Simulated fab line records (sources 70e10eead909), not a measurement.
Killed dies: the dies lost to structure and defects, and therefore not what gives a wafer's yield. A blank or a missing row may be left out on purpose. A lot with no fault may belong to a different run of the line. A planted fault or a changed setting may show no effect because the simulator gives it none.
Problem report in the 8D (eight disciplines) form, filled by code -- flow nand harc -- the parts of the form that need people (team, actions taken, sign-off) are left out

1. THE PROBLEM
Wafers without a fault read 1002 nm, standard deviation 11; thk nm at NHARC_A_ONON_D2_THK_MEAS_05 reads a mean of 588 nm on 6 wafers belonging to 2 lots. That is -38 standard deviations from the usual mean.
The step: measures by ellipsometry.
First observed at day 19 19:21: wafer L999.2, on film metro-01. The record has a number at this step for 36 wafers belonging to 12 lots. The rule behind "out" and "out of limits": a value lying over 4 standard deviations away from the usual mean. The other wafers with a number count as sound.

2. WHAT IT IS, AND WHAT IT ISN'T
question,is,is not
which readings at this step,thk nm,-
which lots,"L100, L999","L104, L105, L983, L986, L987, L988, L989, L991, L992, L993"
which wafers of those lots,all that have a number,-
read on which gauges,film metro-01,film metro-02
when,from day 19 19:21,"up to then (24 sound wafers); but 6 sound wafers of L104, L105 came after"

3. WHAT RULES OUT EACH SUSPECT
Counting: a tool at any process step up to the reading remains a suspect when it ran all the lots that are out and ran no sound lot after the first of those.
- the gauge at NHARC_A_ONON_D2_THK_MEAS_05: ruled out. All the wafers that are out were read on film metro-01, but those of them that NHARC_END_SORT_01 has rows for are out there too, on other tools.
- rie si-04 at NHARC_A_DECK1_JOINT_ETCHBACK_07 (etches the open film in HBr, target depth 105 nm, time 26.9 s): kept. Every lot that is out went through it, starting with L999 (day 18 08:31), and after that it ran no sound lot; the last sound lot it ran before then is L986 (day 12 16:28).
- pecvd onon-04 at NHARC_A_ONON_D2_DEP_03 (target thk 1000 nm): kept. Every lot that is out went through it, starting with L999 (day 19 18:54), and after that it ran no sound lot; the last sound lot it ran before then is L991 (day 16 14:05).
The count leaves pecvd onon-04 at NHARC_A_ONON_D2_DEP_03 and rie si-04 at NHARC_A_DECK1_JOINT_ETCHBACK_07.

4. THE CAUSE (what the simulator had put in)
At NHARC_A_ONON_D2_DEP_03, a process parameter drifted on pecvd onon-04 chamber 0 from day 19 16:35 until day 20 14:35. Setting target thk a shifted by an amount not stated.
After counting, 2 suspects remain, this tool included.

5. THE CHAIN OF EFFECTS, in route order
Each row: a reading whose mean over the struck wafers that have a number lies more than 3 standard deviations from the usual. Readings are gone through only where the record gives a usual standard deviation; hours: the median, over the lots, of the time from a lot's start at the first step in this table giving one to that lot's start at this step; sigmas: the change measured in usual standard deviations.
hours,step,reading,usual,on struck wafers,change,sigmas
0,NHARC_A_ONON_D2_THK_MEAS_05,thk nm,1002 nm,588,-414,-38
293,NHARC_END_SORT_01,killed at array,53,673,+620,+30
293,NHARC_END_SORT_01,killed dies,58,677,+619,+29

6. WHAT WOULD HAVE CAUGHT IT SOONER
The first out-of-limits reading at a measuring or inspecting step in this record came at day 19 19:21, 3 hours after the fault's start at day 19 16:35.
Among the 2 lots that are out, L100 began NHARC_A_ONON_D2_DEP_03 on pecvd onon-04 after day 19 19:21. Holding the tool at that time would have saved it.
